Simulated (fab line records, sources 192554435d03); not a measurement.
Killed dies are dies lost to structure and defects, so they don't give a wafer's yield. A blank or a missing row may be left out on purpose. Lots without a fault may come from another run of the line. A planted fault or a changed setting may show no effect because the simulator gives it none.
fab line records | flow n5_finfet
record lots=5 wafers=15 last_day=16
route steps=1938 shown GATE_CUT@499 BEOL_M4@1111 PASSIVATION@1936
lots that met no fault: from a run of the same line without faults
start_h: hours from the record's first day to the start of the lot's first wafer shown | wait_h: hours since the lot's step before | " the same as in the row above | L1.1+2: a row that stands for several wafers | - no value, or no start given | * or withheld: withheld | < > ~ a bound
route shown NAME@n: a module of which the file shows steps, and the number in the route of the first | usual: mean/standard deviation of fault-free wafers | same: alike in all rows | chamber/n: place in a boat | sites: the reading at each site | _std_site: their standard deviation | _edge_site: outer sites' mean less inner sites' | radius_mm: how far each site lies from the wafer's centre | mask NAME#n: copy n | behind: the tool/chamber that last shaped the wafer | hold: why the lot was held/for how many hours/how that ended | device: the transistor (n, p or np) that didn't switch | end of line: the same wafers' tests at the end of the route | a step without rows: its recipe alone | killed: dies lost to structure and defects at the first sort, not the wafer's yield | map: a wafer's dies, x killed, . not, _ none there
set.NAME: the setting as run; set.NAME@STEP: as run at that earlier step | model.NAME: the simulator's own value behind a step, which no gauge read
lots at some steps of the route; a table a step, a row a wafer
services: from which hour (start_h, from the record's first day; less than 0 if before it) a tool's chamber was out of use, for how many hours, and why
## steps
# step N5_GATE_CUT_ETCH_19
# recipe chemistry=CH3F/O2 target=SiNx mask_material=SiO2 target_depth_a=537 time_s=76.7 pressure_mtorr=30 source_w=395 bias_w=73 Ar_flow_sccm=150 CH3F_flow_sccm=30 O2_flow_sccm=20 ion_energy_ev=120 ends=cleared
# step N5_GATE_CUT_CUT_ETCH_53
# recipe chemistry=SF6/Cl2 target=W mask_material=SiO2 target_depth_a=792 pressure_mtorr=8 icp_w=900 bias_w=80 SF6_flow_sccm=40 Cl2_flow_sccm=60 ends=cleared
# usual drypump_motor_current_A=5.5/0.38 etch_rf_on_time_s=26.25/0.27 oes_product_au=0.72/0.073 throttle_valve_pct=29.0/0.43
# columns lot.wafer tool chamber start_h wait_h drypump_motor_current_A etch_rf_on_time_s oes_product_au rf_hours_counter_h throttle_valve_pct
L797.1 rie_metal-02 1 81.50 0.1 5.3 25.99 0.80 12 28.8
L797.2 " 0 " " 5.5 26.35 0.71 33 28.3
L797.6 " 1 " " 5.2 26.20 0.79 - 28.8
L800.1 rie_metal-02 0 103.56 0.1 5.5 26.46 0.69 34 28.3
L800.3 " 1 " " 5.3 26.16 0.79 - 28.8
L800.6 " 0 " " 5.5 26.42 0.70 - 28.3
L809.1 rie_metal-02 0 157.48 0.1 5.5 26.35 0.69 39 28.3
L809.2 " 1 " " 5.2 26.12 0.77 19 28.8
L809.3 " 0 " " 5.5 26.39 0.69 - 28.3
L817.2 rie_metal-03 1 205.42 0.1 5.6 26.63 0.80 14 29.1
L817.3 " 0 " " 4.9 26.85 0.59 - 29.6
L817.4 " 1 " " 5.6 26.62 0.79 - 29.1
L819.3 rie_metal-01 1 220.14 0.1 6.1 26.06 0.72 - 29.4
L819.4 " 0 " " 5.3 25.75 0.66 - 28.7
L819.5 " 1 " " 6.1 26.04 0.72 - 29.4
# step N5_GATE_CUT_CUT_ETCH_54
# recipe chemistry=Cl2/BCl3 target=TiN mask_material=SiO2 target_depth_a=967 pressure_mtorr=10 icp_w=1000 bias_w=126 Cl2_flow_sccm=53.25 bcl3_flow_sccm=21.75 Ar_flow_sccm=25 ends=cleared
# usual bcl3_flow_sccm=21.74/0.073 drypump_motor_current_A=5.5/0.38 etch_rf_on_time_s=36.6/0.44 oes_product_au=0.72/0.072 throttle_valve_pct=22.3/0.37
# columns lot.wafer tool chamber start_h wait_h bcl3_flow_sccm drypump_motor_current_A etch_rf_on_time_s oes_product_au rf_hours_counter_h throttle_valve_pct
L797.1 rie_metal-02 1 81.56 0.0 21.74 5.2 36.4 0.79 12 22.1
L797.2 " 0 " " 21.79 5.5 36.5 0.71 33 21.7
L797.6 " 1 " " 21.77 5.3 36.3 0.80 - 22.1
L800.1 rie_metal-02 0 103.62 0.0 21.73 5.5 36.2 0.71 34 21.7
L800.3 " 1 " " 21.81 5.3 36.0 0.80 - 22.1
L800.6 " 0 " " 21.84 5.5 36.2 0.71 - 21.7
L809.1 rie_metal-02 0 157.54 0.0 21.59 5.5 36.6 0.69 39 21.7
L809.2 " 1 " " 21.80 5.2 36.3 0.77 19 22.1
L809.3 " 0 " " 21.67 5.5 36.5 0.70 - 21.7
L817.2 rie_metal-03 1 205.48 0.0 21.74 5.6 37.1 0.80 14 22.5
L817.3 " 0 " " 21.64 5.0 37.4 0.59 - 22.9
L817.4 " 1 " " 21.73 5.6 36.9 0.80 - 22.5
L819.3 rie_metal-01 1 220.20 0.0 21.85 6.0 36.8 0.72 - 22.6
L819.4 " 0 " " 21.71 5.3 36.3 0.65 - 22.1
L819.5 " 1 " " 21.76 6.1 36.9 0.71 - 22.6
# step N5_GATE_CUT_CUT_ETCH_55
# recipe chemistry=BCl3 target=HfO2 mask_material=SiO2 target_depth_a=32 ion_energy_ev=30 pressure_mtorr=5 icp_w=450 bias_w=18 bcl3_flow_sccm=80
# step N5_GATE_CUT_ETCH_47
# recipe chemistry=Cl2/BCl3 target=SiO2 target_depth_a=100 pressure_mtorr=10 icp_w=1000 bias_w=126 Cl2_flow_sccm=53.25 bcl3_flow_sccm=21.75 Ar_flow_sccm=25
# step N5_GATE_CUT_VAPOR_ETCH_48
# recipe chemistry=BCl3/Cl2 target=TiN mode=isotropic
# usual drypump_motor_current_A=5.5/0.38 oes_product_au=0.80/0.082
# columns lot.wafer tool chamber start_h wait_h drypump_motor_current_A oes_product_au
L797.1 rie_metal-02 1 81.68 0.0 5.2 0.88
L797.2 " 0 " " 5.5 0.79
L797.6 " 1 " " 5.2 0.90
L800.1 rie_metal-02 0 103.74 0.0 5.5 0.80
L800.3 " 1 " " 5.3 0.88
L800.6 " 0 " " 5.5 0.79
L809.1 rie_metal-02 0 157.66 0.0 5.5 0.77
L809.2 " 1 " " 5.3 0.85
L809.3 " 0 " " 5.5 0.77
L817.2 rie_metal-03 1 205.60 0.0 5.6 0.89
L817.3 " 0 " " 4.9 0.66
L817.4 " 1 " " 5.6 0.89
L819.3 rie_metal-01 1 220.31 0.0 6.1 0.80
L819.4 " 0 " " 5.2 0.72
L819.5 " 1 " " 6.1 0.80
# step N5_GATE_CUT_VAPOR_ETCH_49
# recipe chemistry=BCl3/Cl2 target=TiAlC mode=isotropic
# usual drypump_motor_current_A=5.5/0.38 oes_product_au=0.79/0.081
# columns lot.wafer tool chamber start_h wait_h drypump_motor_current_A oes_product_au
L797.1 rie_metal-02 1 81.71 0.0 5.2 0.89
L797.2 " 0 " " 5.5 0.79
L797.6 " 1 " " 5.3 0.87
L800.1 rie_metal-02 0 103.77 0.0 5.5 0.78
L800.3 " 1 " " 5.3 0.87
L800.6 " 0 " " 5.5 0.78
L809.1 rie_metal-02 0 157.69 0.0 5.5 0.77
L809.2 " 1 " " 5.2 0.86
L809.3 " 0 " " 5.5 0.77
L817.2 rie_metal-03 1 205.63 0.0 5.6 0.89
L817.3 " 0 " " 4.9 0.65
L817.4 " 1 " " 5.6 0.89
L819.3 rie_metal-01 1 220.34 0.0 6.1 0.80
L819.4 " 0 " " 5.3 0.72
L819.5 " 1 " " 6.1 0.80
# step N5_GATE_CUT_VAPOR_ETCH_51
# recipe chemistry=BCl3/Cl2 target=HfO2 mode=isotropic
# step N5_GATE_CUT_STRIP_21
# recipe chemistry=N2/H2 time_s=30 power_w=1000 temp_c=250 pressure_mtorr=withheld n2_flow_sccm=1750 h2_flow_sccm=3250
# step N5_GATE_CUT_STRIP_29
# recipe chemistry=post_etch_residue_remover time_s=60 temp_c=25 remover_ph=withheld remover_water_wt_pct=withheld remover_fluoride_wt_pct=withheld
# step N5_GATE_CUT_SRD_52
# recipe dry=ipa_marangoni time_s=30 temp_c=23 rinse_liquid=diw
# step N5_GATE_CUT_ALD_22
# recipe material=SiNx target_thk_a=160 temp_c=400 ald_precursor_family=SiH2I2 ald_co_reactant=N2/H2-plasma pulse_time_s=1 ald_cycles=320 purge_time_s=2 co_reactant_purge_time_s=2 pressure_torr=2
# usual heater_power_w=841/67 precursor_pulse_height_rel=1.002/0.022
# columns lot.wafer tool chamber start_h wait_h heater_power_w precursor_pulse_height_rel
L797.1 ald_sin-02 1 81.95 0.0 856 0.983
L797.2 " 0 " " 837 1.017
L797.6 " 2 " " 835 1.006
L800.1 ald_sin-02 3 104.01 0.0 776 1.004
L800.3 " 0 " " 852 0.986
L800.6 " 3 " " 778 1.015
L809.1 ald_sin-04 3 158.05 0.1 889 1.009
L809.2 " 0 " " 836 1.008
L809.3 " 2 " " 761 0.983
L817.2 ald_sin-03 3 205.86 0.0 1019 0.960
L817.3 " 0 " " 788 1.008
L817.4 " 1 " " 867 1.035
L819.3 ald_sin-02 0 220.56 0.0 867 0.971
L819.4 " 2 " " 794 0.992
L819.5 " 3 " " 797 0.997
# step N5_GATE_CUT_CMP_23
# recipe stop_on=SiO2 t_overpolish_s=23.4 post_cmp_clean=alkaline_brush down_force_psi=2.5 platen_rpm=51.8 pad_velocity_m_s=1.0307 target_thk_nm=16
# usual head_pressure_psi=2.501/0.0064 motor_current_A=9.3/1 overpolish_run_s=23.400/0.0083 platen_rpm=51.81/0.036 time_to_endpoint_s=20.2/2
# same t_overpolish_s=23.4
# columns lot.wafer tool chamber start_h wait_h head_pressure_psi motor_current_A overpolish_run_s platen_rpm time_to_endpoint_s
L797.2 cmp-01 2 83.47 0.8 2.507 9.9 23.391 51.81 18.5
L797.1 " 3 " " 2.500 8.5 23.397 51.83 19.1
L797.6 " 1 " " 2.485 12.3 23.395 51.85 17.4
L800.1 cmp-02 2 105.53 0.8 2.508 8.1 23.390 51.79 20.1
L800.3 " 0 " " 2.495 10.5 23.391 51.79 19.4
L800.6 " 1 " " 2.504 9.0 23.407 51.88 17.4
L809.3 cmp-02 1 159.54 0.8 2.501 9.2 23.384 53.85 18.8
L809.1 " 3 " " 2.510 9.3 23.390 51.84 21.4
L809.2 " 0 " " 2.504 9.8 23.408 51.79 23.2
L817.2 cmp-04 3 207.35 0.8 2.507 9.1 23.410 51.87 21.9
L817.4 " 0 " " 2.497 8.0 23.393 51.82 20.8
L817.3 " 1 " " 2.517 9.0 23.413 51.81 20.3
L819.3 cmp-01 2 222.09 0.8 2.503 9.5 23.391 51.78 17.6
L819.4 " 3 " " 2.501 8.6 23.398 51.79 19.4
L819.5 " 2 " " 2.507 9.3 23.393 51.72 17.3
# step N5_GATE_CUT_THK_MEAS_24
# recipe reads=SiO2_of_GATE_CUT_HM_DEP_46+SiO2_flowable_of_ILD0_FCVD_FILL_01
# usual GC_FILL_THK=219.5/1.9
# columns lot.wafer tool chamber start_h wait_h GC_FILL_THK[nm]
L797.1 film_metro-02 - 83.73 - 219.3
L797.2 " - " " 218.0
L797.6 " - " " 219.3
L800.1 film_metro-01 - 105.79 - 218.7
L800.3 " - " " 216.4
L800.6 " - " " 220.2
L809.1 film_metro-02 - 159.83 - 221.4
L809.2 " - " " 219.2
L809.3 " - " " 218.1
L817.2 film_metro-02 - 207.64 - 216.8
L817.3 " - " " 217.4
L817.4 " - " " 219.1
L819.3 film_metro-01 - 222.35 - 219.3
L819.4 " - " " 219.6
L819.5 " - " " 221.8
# step N5_BEOL_M4_RC_MEAS_101
# usual DIBL_N=36.3/1.2 DIBL_P=36.1/1.6 IOFF_N=0.161/0.023 IOFF_P=0.209/0.027 ION_N=676/8.9 ION_P=462/5.3 SS_N=71.5/0.51 SS_P=73.2/0.5 VT_N=249.1/2.5 VT_P=-249.9/2.8
# columns lot.wafer tool chamber start_h wait_h DIBL_N[mV/V] DIBL_P[mV/V] IOFF_N[nA/um] IOFF_P[nA/um] ION_N[uA/um] ION_P[uA/um] SS_N[mV/dec] SS_P[mV/dec] VT_N[mV] VT_P[mV]
L797.1 prober-02 0 156.02 0.0 34.5 33.8 0.116 0.162 665 458 71.2 72.8 252.8 -255.1
L797.2 " 0 " " 35.6 35.4 0.142 0.182 680 462 70.8 73.0 247.7 -252.4
L797.6 " 0 " " 34.6 34.3 0.120 0.172 656 454 71.3 72.7 252.5 -253.0
L800.1 prober-02 0 182.03 0.0 35.4 34.6 0.138 0.187 670 460 71.3 72.8 252.4 -251.8
L800.3 " 0 " " 34.7 33.9 0.127 0.180 667 457 71.2 72.4 254.7 -250.7
L800.6 " 0 " " 35.0 34.1 0.129 0.174 673 462 70.6 72.8 253.5 -251.3
L809.1 prober-02 0 246.32 0.0 37.5 36.2 0.169 0.252 674 463 71.9 73.3 247.4 -244.1
L809.2 " 0 " " 35.9 35.7 0.154 0.234 683 476 71.2 73.4 247.7 -246.4
L809.3 " 0 " " 34.5 32.5 0.121 0.199 664 466 70.4 72.5 255.4 -246.6
L817.2 prober-02 0 278.87 0.2 37.8 37.2 0.202 0.225 695 466 72.2 73.0 245.0 -249.9
L817.3 " 0 " " 37.4 37.6 0.178 0.224 688 468 72.0 73.8 248.6 -248.7
L817.4 " 0 " " 36.9 36.7 0.167 0.212 681 459 71.8 72.5 249.6 -249.5
L819.3 prober-01 0 294.60 0.3 35.8 36.9 0.173 0.216 670 459 72.0 73.3 247.9 -248.2
L819.4 " 0 " " 35.5 36.2 0.162 0.202 680 454 72.5 73.2 247.7 -248.1
L819.5 " 0 " " 36.3 37.3 0.175 0.229 681 464 71.4 73.6 247.1 -248.9
# step N5_PASSIVATION_PROBE_49
# usual defect_limited_yield=91.3/1.5 killed_at_M0_to_M3=35/10 killed_at_M4_up=13/5.3 killed_at_contacts=12/5.7 killed_at_front_end=39/11 killed_at_other=3.3/2.7 killed_dies=102/18 killed_open=67/13 killed_short=34/7.8 sort_bin_5_function=5.1/1 sort_bin_6_memory=3.3/0.68 sort_n_pass=1078/18 sort_yield_pct=91.3/1.5
# same gross_dies=1180 killed_at_back_side=0 sort_bin_4_leakage[%]=0 sort_bin_8_speed[%]=0
# columns lot.wafer tool chamber start_h wait_h defect_limited_yield[%] killed_at_M0_to_M3 killed_at_M4_up killed_at_contacts killed_at_front_end killed_at_other killed_dies killed_open killed_short sort_bin_5_function[%] sort_bin_6_memory[%] sort_n_pass sort_yield_pct[%]
L800.1 prober-02 - 278.35 0.0 89.3 45 11 10 53 7 126 82 43 5.1 4.7 1054 89.3
L800.3 prober-02 - 278.45 0.1 90.6 44 24 9 29 5 111 76 33 5.5 3.5 1069 90.6
L800.6 prober-02 - 278.60 0.3 91.4 38 12 11 35 5 101 57 43 4.6 3.6 1079 91.4
# killed by level:class
L800.1 STI_FIN_REVEAL:geometric_particle:open=24 BEOL_M0_SAQP:geometric_particle:open=16 BEOL_M0_SAQP:geometric_particle:short=15 MOL_CONTACT_COAG:geometric_particle:open=7 BEOL_M0:geometric_particle:open=7 FIN_SAQP:geometric_particle:short=6 FIN_SAQP:geometric_particle:open=5 GATE_CUT:geometric_particle:short=5
L800.3 BEOL_M2:geometric_particle:open=12 BEOL_M0_SAQP:geometric_particle:short=10 BEOL_M4:geometric_particle:open=9 MOL_CONTACT_COAG:geometric_particle:open=8 STI_FIN_REVEAL:geometric_particle:open=6 BEOL_M3:geometric_particle:open=6 FIN_SAQP:geometric_particle:open=5 FIN_SAQP:geometric_particle:short=5
L800.6 BEOL_M0_SAQP:geometric_particle:short=10 BEOL_M0_SAQP:geometric_particle:open=10 FIN_SAQP:geometric_particle:short=9 MOL_CONTACT_COAG:geometric_particle:open=9 FIN_SAQP:geometric_particle:open=8 STI_FIN_REVEAL:geometric_particle:open=6 BEOL_M4:geometric_particle:open=6 BEOL_M2:geometric_particle:open=6
## services
# columns tool chamber start_h hours kind
rie_metal-01 - 65.02 0.5 repair
rie_metal-01 - 79.58 2.9 repair
ald_sin-04 - 79.87 0.6 repair
cmp-02 - 82.01 6.3 repair
ald_sin-04 - 85.56 14.0 pm
cmp-04 - 87.12 1.4 repair
ald_sin-03 - 112.71 2.8 pm
cmp-02 - 132.53 4.0 pm
rie_metal-01 0 134.08 6.0 repair
cmp-04 - 149.07 6.8 pm
cmp-01 - 160.18 2.3 repair
cmp-04 - 164.22 2.1 repair
rie_metal-03 - 166.18 2.2 repair
ald_sin-04 1 169.02 2.7 repair
cmp-04 - 174.93 1.3 repair
ald_sin-02 - 176.75 14.0 pm
ald_sin-02 0 176.75 14.0 vent_cycle
ald_sin-02 1 176.75 14.0 vent_cycle
ald_sin-02 2 176.75 14.0 vent_cycle
ald_sin-02 3 176.75 14.0 vent_cycle
ald_sin-04 - 180.72 14.6 pm
ald_sin-02 0 190.75 - clean
ald_sin-04 2 203.92 12.4 repair
cmp-04 - 209.28 0.9 repair
## key
first_sign step=N5_GATE_CUT_CMP_23 reading=platen_rpm direction=up sigmas=57 usual=51.81 struck=53.85
effect none on later readings
met_at N5_GATE_CUT_CMP_23
struck_wafers L809.3
onset_between 105.53 159.54
fault kind=process_parameter_drift tool=cmp-02 chamber=1 onset_h=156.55 steps=N5_GATE_CUT_CMP_23 channel=platen_rpm offset=2.072 shape=step end_h=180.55 acts_in=these_recipes_only stated=51.8
